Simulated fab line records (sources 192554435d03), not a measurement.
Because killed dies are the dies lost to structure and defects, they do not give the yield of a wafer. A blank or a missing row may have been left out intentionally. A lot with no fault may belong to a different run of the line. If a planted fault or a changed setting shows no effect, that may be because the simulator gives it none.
fab line records	flow n5-finfet
[record] lots = 4	wafers = 10	last-day = 16
route steps=1938 shown DUMMY_REMOVAL@377 HKMG_FIN@385 BEOL_M4@1111 PASSIVATION@1936
lots with no fault: from the same line, run without faults
start-h: hours from the record's opening day to when the first of the lot's shown wafers began	wait-h: time in hours since the lot's previous step	" the same as in the row above	L1.1+2: a single row standing in for several wafers	- no value, or no start was given	* or withheld: withheld	< > ~ a bound
route shown NAME@n: a module of which the file shows steps, and the number in the route of the first	usual: mean and standard deviation over wafers with no fault	same: alike in all rows	chamber/n: place in a boat	sites: per-site readings	_std_site: the standard deviation of these	_edge_site: outer sites' mean less inner sites'	radius-mm: for every site, how far away it sits from the centre of the wafer	mask NAME#n: copy n	behind: tool/chamber where the wafer was last shaped	hold: why the lot was held/for how many hours/how that ended	device: whichever transistor did not switch (one of n, p or np)	end of line: the tests these same wafers got at the end of their route	where a step has no rows: the recipe by itself	killed: dies lost to structure and defects at the first sort, not the wafer's yield	map: the dies of a wafer, with x for killed, . for not killed, _ for no die there
set.NAME: the setting as run; set.NAME@STEP: as run at that earlier step	model.NAME: the simulator's own value behind a step, which no gauge read
certain route steps with their lots: each step a table, each wafer a row
services: when a tool's chamber went out of use (start-h, in hours from the record's first day, below 0 if earlier), for how many hours, and the reason
[[steps]]
[step N5_DUMMY_REMOVAL_HM_STRIP_01]
[recipe] chemistry = CH3F/O2	material = SiNx	target-depth-a = 40	stop-on = poly-Si	time-s = 6.8	over-etch-frac = 0.3	ion-energy-ev = 60	power-w = 410	bias-w = 29	Ar_flow_sccm = 150	CH3F_flow_sccm = 30	O2_flow_sccm = 20
[step N5_DUMMY_REMOVAL_STRIP_10]
[recipe] chemistry = N2/H2	time-s = 40	power-w = 100	temp-c = 40	pressure-mtorr = 100	rf-frequency-hz = 6e+07	bias-power-w = 3	n2-flow-sccm = 300	h2-flow-sccm = 300
[step N5_DUMMY_REMOVAL_PRECLEAN_07]
[recipe] chemistry = dHF	time-s = 30	temp-c = 25	dilution = withheld
[step N5_DUMMY_REMOVAL_DUMMY_REMOVE_02]
[recipe] chemistry = TMAH	temp-c = 70	target = poly-Si	stop-on = SiO2	target-depth-nm = 142	conc-wt-pct = 5	time-s = 57	dry = ipa-marangoni	rinse-time-s = 30	rinse-temp-c = 23
[step N5_DUMMY_REMOVAL_PRECLEAN_08]
[recipe] chemistry = NF3:NH3	afs-cycles = 2	temp-c = 30	time-s = 20	sublimation-temp-c = 180	sublimation-time-s = 60	pressure-torr = 3	rf-power-w = 30
[step N5_DUMMY_REMOVAL_PRECLEAN_04]
[recipe] chemistry = DHF	time-s = 37	temp-c = 25	dilution = 500:1
[step N5_DUMMY_REMOVAL_SRD_05]
[recipe] dry = ipa-marangoni	do-ppb = 5	time-s = 30	temp-c = 23	rinse-liquid = diw
[step N5_HKMG_FIN_IL_REGROW_00]
[recipe] material = SiO2	target-thk-a = 7.5	chemistry = O3	temp-c = withheld	time-s = 30
[step N5_HKMG_FIN_HK_ALD_01]
[recipe] material = HfO2	target-thk-a = 16	temp-c = withheld	ald-precursor-family = HfCl4	ald-co-reactant = H2O	pulse-time-s = 3	purge-time-s = 3	co-reactant-purge-time-s = 2.5	co-reactant-pulse-time-s = 0.3	ald-cycles = 30
[step N5_HKMG_FIN_HK_ANNEAL_02]
[recipe] temp-c = 700	time-s = 30	ambient = N2	idle-temp-c = 600	ramp-up-c-per-s = 150	ramp-down-c-per-s = 60	cool-to-c = 600
[step N5_HKMG_FIN_ALD_74]
[recipe] material = La2O3	target-thk-a = 5	temp-c = 250	ald-precursor-family = La-Cp	ald-co-reactant = O3	pulse-time-s = 6	co-reactant-pulse-time-s = 1	purge-time-s = 3	co-reactant-purge-time-s = 3
[usual] heater-power-outer-w = 187/21	heater-power-w = 353/36	precursor-pulse-height-rel = 0.999/0.019
lot.wafer	tool	chamber	start-h	wait-h	heater-power-outer-w	heater-power-w	precursor-pulse-height-rel
L260.1	ald-hk-02	1	120.72	0.2	225	429	0.965
L260.3	"	0	"	"	168	310	1.018
L260.4	"	2	"	"	175	364	0.997
L264.2	ald-hk-01	2	156.92	0.2	201	375	1.017
L264.6	"	2	"	"	198	386	1.014
L267.2	ald-hk-01	1	169.29	0.2	162	324	1.006
L267.3	"	2	"	"	202	375	1.013
L267.6	"	2	"	"	199	377	0.996
L273.1	ald-hk-01	2	194.59	0.2	197	384	1.006
L273.4	"	1	"	"	168	323	0.992
[step N5_HKMG_FIN_ALD_75]
[recipe] material = Al2O3	target-thk-a = 10	temp-c = 150	ald-precursor-family = TMA	ald-co-reactant = H2O	pulse-time-s = withheld	co-reactant-pulse-time-s = 1
[step N5_HKMG_FIN_COAT_41]
[recipe] resist = SOC	temp-c = 250	time-s = 60	spin-rpm = 1500	resist-thk-nm = 300
[step N5_HKMG_FIN_COAT_42]
[recipe] resist = SiARC	temp-c = 220	time-s = 60	spin-rpm = 1500	resist-thk-nm = 35
[step N5_HKMG_FIN_COAT_43]
[recipe] resist = CAR-ArF	spin-rpm = 1500	resist-thk-nm = 90
[step N5_HKMG_FIN_EBR_45]
[recipe] solvent = PGMEA	ebr-width-mm = 1.5
[step N5_HKMG_FIN_SOFTBAKE_44]
[recipe] temp-c = 110	time-s = 60	resist = CAR-ArF
[step N5_HKMG_FIN_EXPOSE_46]
[recipe] mask-id = NDIPOLE	na = 1.35	source-shape = conventional	sigma-outer = 0.8	polarization = unpolarized	dose-mj = 40
[step N5_HKMG_FIN_PEB_47]
[recipe] peb-temp-c = withheld	peb-time-s = 60	resist = CAR-ArF
[step N5_HKMG_FIN_DEVELOP_48]
[recipe] develop-time-s = 30	developer = TMAH	resist = CAR-ArF	rinse-liquid = diw	dry = air-spin	dev-temp-c = 23
[step N5_HKMG_FIN_DESCUM_53]
[recipe] chemistry = O2	time-s = 7.9	source-power-w = 50	bias-power-w = 20	pressure-mtorr = 20	rf-frequency-hz = 2.712e+07	temp-c = 40	resist = CAR-ArF	o2-flow-sccm = 225
[step N5_HKMG_FIN_ETCH_54]
[recipe] chemistry = CF4	target = SiARC	target-depth-a = 455	mask-material = CAR-ArF	time-s = 75.8	ion-energy-ev = 80	pressure-mtorr = 40	source-w = 545	bias-w = 36	Ar_flow_sccm = 100	cf4-flow-sccm = 100	ends = cleared
[step N5_HKMG_FIN_ETCH_55]
[recipe] chemistry = N2/H2	target = SOC	target-depth-a = 2400	temp-c = 40	time-s = 300	ion-energy-ev = 200	mask-material = SiARC	pressure-mtorr = 30	source-w = 840	bias-w = 150	n2-flow-sccm = 200	h2-flow-sccm = 200
[step N5_HKMG_FIN_STRIP_56]
[recipe] chemistry = N2/H2	temp-c = 40	n2-flow-sccm = 200	h2-flow-sccm = 200	rf-frequency-hz = 6e+07
[step N5_HKMG_FIN_STRIP_57]
[recipe] chemistry = CF4	resist = SiARC	power-w = 300	bias-power-w = 75	pressure-mtorr = 50	cf4-flow-sccm = 150	rf-frequency-hz = 6e+07
[step N5_HKMG_FIN_ETCH_58]
[recipe] chemistry = N2/H2	target = SOC	target-depth-a = 2158	ion-energy-ev = 50	bias-w = 13	time-s = 741	pressure-mtorr = 30	source-w = 875	n2-flow-sccm = 200	h2-flow-sccm = 200
[step N5_HKMG_FIN_STRIP_93]
[recipe] chemistry = N2/H2	material = SOC	time-s = 20	power-w = 500	temp-c = 40	pressure-mtorr = 50	rf-frequency-hz = 6e+07	bias-power-w = 8	h2-frac = 0.5	n2-flow-sccm = 300	h2-flow-sccm = 300
[step N5_HKMG_FIN_WET_ETCH_76]
[recipe] chemistry = dNH4OH	mix = 1:50	temp-c = 25	target = Al2O3	stop-on = La2O3	target-depth-nm = 2.25	dry = ipa-marangoni	rinse-time-s = 30	rinse-temp-c = 23
[step N5_HKMG_FIN_STRIP_60]
[recipe] chemistry = N2/H2	power-w = 2500	temp-c = 300	h2-frac = 0.65	time-s = 360	pressure-mtorr = withheld	n2-flow-sccm = 1750	h2-flow-sccm = 3250
[step N5_HKMG_FIN_WET_ETCH_77]
[recipe] chemistry = dHCl	mix = 1:10000	temp-c = 25	target = La2O3	stop-on = HfO2	target-depth-nm = 2
[step N5_HKMG_FIN_WET_ETCH_78]
[recipe] chemistry = dNH4OH	mix = 1:50	temp-c = 25	target = Al2O3	stop-on = La2O3	target-depth-nm = 4.5	dry = ipa-marangoni	rinse-time-s = 30	rinse-temp-c = 23
[step N5_HKMG_FIN_ALD_79]
[recipe] material = TiN	target-thk-a = 15	temp-c = 400	ald-precursor-family = TiCl4	ald-co-reactant = NH3	pulse-time-s = 1	purge-time-s = 3	co-reactant-purge-time-s = 2	co-reactant-pulse-time-s = 2	ald-cycles = 68	pressure-torr = 3
[step N5_HKMG_FIN_CVD_62]
[recipe] material = a-Si	target-thk-a = 30	temp-c = 500	precursor = Si2H6	pressure-torr = 1	time-s = 20.8
[step N5_HKMG_FIN_RTA_80]
[recipe] temp-c = withheld	time-s = 2	ambient = N2	idle-temp-c = 600	ramp-up-c-per-s = 150	ramp-down-c-per-s = 60	cool-to-c = 600
[step N5_HKMG_FIN_PRECLEAN_64]
[recipe] chemistry = dHF	time-s = 30	temp-c = 25	dilution = withheld
[step N5_HKMG_FIN_WET_ETCH_65]
[recipe] chemistry = TMAH	temp-c = 70	conc-wt-pct = 5	target = a-Si	stop-on = TiN	time-s = 49	target-depth-nm = 3
[step N5_HKMG_FIN_WET_ETCH_81]
[recipe] chemistry = SC1	target = TiN	stop-on = HfO2	mix = 1:1:5	temp-c = 60	time-s = 57	target-depth-nm = 6
[step N5_BEOL_M4_RC_MEAS_101]
[usual] DIBL_N = 36.0/2	DIBL_P = 35.9/2.5	IOFF_N = 0.16/0.038	IOFF_P = 0.21/0.04	IOFF_P_85C = 3.6/0.57	IOFF_P_LIN = 0.099/0.014	IOFF_P_LONG = 0.000106/1e-05	ION_N = 675/14	ION_P = 462/9.4	SS_N = 71.5/0.75	SS_P = 73.2/0.74	VT_N = 250/3.9	VT_N_LVT = 98/4	VT_P = -251/3.2	VT_P_LONG = -275/3.2
lot.wafer	tool	chamber	start-h	wait-h	DIBL_N[mV/V]	DIBL_P[mV/V]	IOFF_N[nA/um]	IOFF_P[nA/um]	IOFF_P_85C[nA/um]	IOFF_P_LIN[nA/um]	IOFF_P_LONG[nA/um]	ION_N[uA/um]	ION_P[uA/um]	SS_N[mV/dec]	SS_P[mV/dec]	VT_N[mV]	VT_N_LVT[mV]	VT_P[mV]	VT_P_LONG[mV]
L260.1	prober-01	0	205.11	0.0	34.7	34.0	0.14	0.18	3.3	0.091	0.000113	673	457	71.0	72.8	251	99	-253	-273
L260.3	"	0	"	"	35.7	36.6	0.17	0.24	4.1	0.111	0.000111	671	457	71.6	72.9	246	96	-248	-277
L260.4	"	0	"	"	34.7	33.8	0.14	0.19	3.4	0.095	0.00011	677	472	71.2	73.2	250	100	-252	-274
L264.2	prober-02	0	249.62	0.2	35.8	38.4	0.15	0.21	3.7	0.100	9.8e-05	672	461	71.3	73.0	251	98	-252	-278
L264.6	"	0	"	"	35.7	38.0	0.14	0.21	3.6	0.097	9.8e-05	654	455	71.7	73.3	252	101	-250	-279
L267.2	prober-02	0	268.32	0.2	36.9	36.9	0.18	0.10	2.0	0.048	6.9e-05	697	437	71.6	73.8	246	73	-274	-300
L267.3	"	0	"	"	32.7	33.5	0.11	0.08	1.6	0.040	5.9e-05	658	421	71.0	72.2	254	82	-274	-298
L267.6	"	0	"	"	32.2	30.1	0.10	0.06	1.2	0.031	5.8e-05	655	415	70.8	71.6	257	81	-280	-296
L273.1	prober-01	0	276.56	0.0	35.5	36.7	0.14	0.10	1.9	0.046	5.7e-05	681	438	70.7	73.0	253	77	-272	-298
L273.4	"	0	"	"	36.1	37.4	0.15	0.09	1.9	0.045	6.4e-05	677	434	71.4	73.4	250	76	-273	-298
[step N5_PASSIVATION_PROBE_49]
[usual] defect-limited-yield = 91.3/1.5	killed_at_M0_to_M3 = 33/12	killed_at_M4_up = 15/5.2	killed-at-contacts = 12/5.1	killed-at-front-end = 39/11	killed-at-other = 5/3.6	killed-dies = 103/18	killed-open = 67/13	killed-short = 33/7.8	sort_bin_5_function = 5.1/0.96	sort_bin_6_memory = 3.2/0.71	sort_bin_8_speed = 0.01/0.063	sort-n-pass = 1077/18	sort-yield-pct = 91.3/1.5
[same] gross-dies = 1180	killed-at-back-side = 0	sort_bin_4_leakage[%] = 0
lot.wafer	tool	chamber	start-h	wait-h	defect-limited-yield[%]	killed_at_M0_to_M3	killed_at_M4_up	killed-at-contacts	killed-at-front-end	killed-at-other	killed-dies	killed-open	killed-short	sort_bin_5_function[%]	sort_bin_6_memory[%]	sort_bin_8_speed[%]	sort-n-pass	sort-yield-pct[%]
L260.1	prober-02	-	300.51	0.0	88.2	47	20	22	44	6	139	81	58	7.5	3.7	0	1041	88.2
L260.3	prober-02	-	300.61	0.1	91.4	38	12	16	29	7	102	62	37	5.1	3.3	0	1078	91.4
L260.4	prober-02	-	300.66	0.2	93.5	29	13	8	21	6	77	50	27	3.7	2.5	0	1103	93.5
L264.2	prober-02	-	348.50	0.1	89.2	33	17	13	59	6	128	79	41	5.6	4.3	0	1052	89.2
L264.6	prober-02	-	348.70	0.3	91.7	28	19	13	36	2	98	68	29	4.5	3.6	0	1082	91.7
L267.2	prober-02	-	364.56	0.1	91.1	31	17	2	53	2	105	73	32	5.1	3.5	1.02	1063	90.1
L267.3	prober-02	-	364.61	0.1	90.0	40	7	8	63	0	118	79	36	6.3	3.3	47.37	503	42.6
L267.6	prober-02	-	364.76	0.3	88.2	38	19	9	73	0	139	100	38	7.0	4.5	87.46	9	0.8
L273.1	prober-02	-	379.33	0.0	92.8	19	25	15	25	1	85	59	25	4.1	2.8	7.88	1002	84.9
L273.4	prober-02	-	379.48	0.2	90.9	28	15	17	45	2	107	72	35	5.2	3.9	9.24	964	81.7
// killed by level:class
L260.1 FIN_SAQP:geometric-particle:short=18 MOL_CONTACT_COAG:geometric-particle:open=16 BEOL_M0_SAQP:geometric-particle:short=15 BEOL_M0_SAQP:geometric-particle:open=11 BEOL_M3:geometric-particle:open=8 MOL_CONTACT_COAG:geometric-particle:short=6 BEOL_M2:geometric-particle:open=6 BEOL_M5:geometric-particle:open=5
L260.3 MOL_CONTACT_COAG:geometric-particle:open=11 BEOL_M0_SAQP:geometric-particle:open=11 BEOL_M0_SAQP:geometric-particle:short=10 BEOL_M3:geometric-particle:open=8 FIN_SAQP:geometric-particle:short=7 MOL_CONTACT_COAG:geometric-particle:short=5 FIN_SAQP:geometric-particle:open=4 STI_FIN_REVEAL:geometric-particle:open=4
L260.4 BEOL_M0_SAQP:geometric-particle:short=11 MOL_CONTACT_COAG:geometric-particle:open=8 BEOL_M0_SAQP:geometric-particle:open=8 BEOL_M4:geometric-particle:open=7 FIN_SAQP:geometric-particle:short=6 BEOL_M3:geometric-particle:open=6 FIN_SAQP:geometric-particle:open=4 MIM_TOP_ETCH:geometric-particle:open=3
L264.2 BEOL_M1:geometric-particle:open=14 FIN_SAQP:geometric-particle:short=10 STI_FIN_REVEAL:geometric-particle:open=10 MOL_CONTACT_COAG:geometric-particle:open=10 FIN_SAQP:geometric-particle:open=8 HKMG_FIN:area-etch=8 DUMMY_GATE:geometric-particle:open=7 GATE_CUT:geometric-particle:short=6
L264.6 STI_FIN_REVEAL:geometric-particle:open=12 BEOL_M3:geometric-particle:open=11 MOL_CONTACT_COAG:geometric-particle:open=7 FIN_SAQP:geometric-particle:short=6 MOL_CONTACT_COAG:geometric-particle:short=6 BEOL_M2:geometric-particle:open=6 FIN_SAQP:geometric-particle:open=5 BEOL_M4:geometric-particle:open=5
L267.2 FIN_SAQP:geometric-particle:open=15 BEOL_M3:geometric-particle:open=11 FIN_SAQP:geometric-particle:short=9 STI_FIN_REVEAL:geometric-particle:open=7 DUMMY_GATE:geometric-particle:open=7 BEOL_M4:geometric-particle:open=7 BEOL_M0_SAQP:geometric-particle:short=5 STARTING-WAFER:geometric-particle:open=5
L267.3 STI_FIN_REVEAL:geometric-particle:open=21 BEOL_M0_SAQP:geometric-particle:open=17 FIN_SAQP:geometric-particle:open=15 FIN_SAQP:geometric-particle:short=10 BEOL_M0_SAQP:geometric-particle:short=10 MOL_CONTACT_COAG:geometric-particle:open=7 BEOL_M3:geometric-particle:open=5 DUMMY_GATE:geometric-particle:open=3
L267.6 STI_FIN_REVEAL:geometric-particle:open=24 BEOL_M3:geometric-particle:open=16 BEOL_M4:geometric-particle:open=12 FIN_SAQP:geometric-particle:short=9 FIN_SAQP:geometric-particle:open=9 STI_FIN_REVEAL:geometric-particle:short=8 MOL_CONTACT_COAG:geometric-particle:open=8 BEOL_M0_SAQP:geometric-particle:open=8
L273.1 MOL_CONTACT_COAG:geometric-particle:open=12 BEOL_M4:geometric-particle:open=10 GATE_CUT:geometric-particle:short=8 STI_FIN_REVEAL:geometric-particle:open=6 BEOL_M1:geometric-particle:open=6 BEOL_M2:geometric-particle:open=4 ILD0:geometric-particle:open=3 MOL_CONTACT_COAG:geometric-particle:short=3
L273.4 MOL_CONTACT_COAG:geometric-particle:open=15 BEOL_M1:geometric-particle:open=14 BEOL_M4:geometric-particle:open=9 GATE_CUT:geometric-particle:short=8 FIN_SAQP:geometric-particle:short=6 STI_FIN_REVEAL:geometric-particle:open=6 STARTING-WAFER:geometric-particle:short=6 DUMMY_GATE:geometric-particle:open=5
// map L267.6 (x killed, . not)
_________________............________________
______________.........x....xx.._____________
___________..x......x........x....x__________
__________..xx..x............x......_________
________.x.......xx.......x..........._______
_______........x...........x........x.x______
______......x........xx................._____
_____...........x.x......x.x.............____
____.......x.......x......................___
___...x.x...x...x........x......x.......x.x__
___.x.......x...x..........x...............__
__x....x.....xx.xx...............x........x._
__..x..............xx..........x.........x.._
_............x................x..x..x.......x
_.......x....................x......x.x.xx...
_x.....x.............x....x..x......x.xx.....
_................................x....x......
_.........x...........x....x.......x......x..
_..........x.................................
_.x..x.xx...xx................x.x.x..........
_..................x...x.......x..x.x........
__...x.....x.................xx...x........._
__.......x.............................x...._
___....x...............x..x..............x.__
___.......x.....x....x.x.....x..x....x.....__
____....x.x..........................x....___
_____..x.............x...................____
______..x........x.......x.......x...x.._____
_______.............x.x................______
________...x.......x...x...x....x....._______
__________x...................x.x.x._________
___________.x......x..x.....x.x....__________
______________......x..........._____________
_________________............________________
// map L273.4 (x killed, . not)
_________________......x.....________________
______________...........x......_____________
___________.......x..........xx.x..__________
__________.........................._________
________x...x.....x..................._______
_______.x..x........x...........xx.....______
______....................x............._____
_____x.x..........................x......____
____....x........x.......xx....x....x.....___
___..........x...x.x.........x...x.........__
___.......x......x.....x..x...x...x........__
__....x.................................xx.._
__...x.....................x.....x.........._
_x..............x.......................x....
_.......x...x............x...................
_xxx...................x.....................
_...................x..x.x..................x
_xx.................x.........x.....xx.......
_.....x.............................x........
_..x........x..............x.......x.........
_x......................xx..x...x............
__.......x..................x..............x_
__...........x.....................x........_
___..x....x.......x....x.x.................__
___x..............x.....x...x......x....x..__
____.......xx..........x...........x.....x___
_____.......x..x................x.......x____
______......x.......x......x......x....._____
_______...........x....................______
________..x.........................x._______
__________................x........._________
___________.............x..........__________
______________............x....._____________
_________________............________________
[[services]]
tool	chamber	start-h	hours	kind
ald-hk-01	-	179.04	6.0	pm
[[key]]
[first-sign] step = N5_BEOL_M4_RC_MEAS_101	reading = VT_P	direction = down	sigmas = 7.5	usual = -251	struck = -275
[effect] step = N5_BEOL_M4_RC_MEAS_101	reading = VT_P_LONG	direction = down	sigmas = 7	usual = -275	struck = -298
[effect] step = N5_BEOL_M4_RC_MEAS_101	reading = VT_N_LVT	direction = down	sigmas = 5	usual = 98	struck = 78
[effect] step = N5_BEOL_M4_RC_MEAS_101	reading = IOFF_P_LONG	direction = down	sigmas = 4.4	usual = 0.000106	struck = 6.1e-05
[effect] step = N5_BEOL_M4_RC_MEAS_101	reading = IOFF_P_LIN	direction = down	sigmas = 4	usual = 0.099	struck = 0.042
[effect] step = N5_BEOL_M4_RC_MEAS_101	reading = ION_P	direction = down	sigmas = 3.5	usual = 462	struck = 429
[effect] step = N5_BEOL_M4_RC_MEAS_101	reading = IOFF_P_85C	direction = down	sigmas = 3.3	usual = 3.6	struck = 1.7
[effect] step = N5_BEOL_M4_RC_MEAS_101	reading = IOFF_P	direction = down	sigmas = 3.1	usual = 0.21	struck = 0.09
[effect] step = N5_PASSIVATION_PROBE_49	reading = sort_bin_8_speed	direction = up	sigmas = 99+	usual = 0.01	struck = 30.59
met-at N5_HKMG_FIN_ALD_74
struck-wafers L267.2,L267.3,L267.6,L273.1,L273.4
onset-between 156.92 169.29
also-fits time
[fault] kind = process-parameter-drift	tool = ald-hk-01	chamber = -	onset-h = 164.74	steps = N5_HKMG_FIN_ALD_74	channel = target-thk-a	offset = *	shape = step	end-h = 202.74	acts-in = *	stated = *
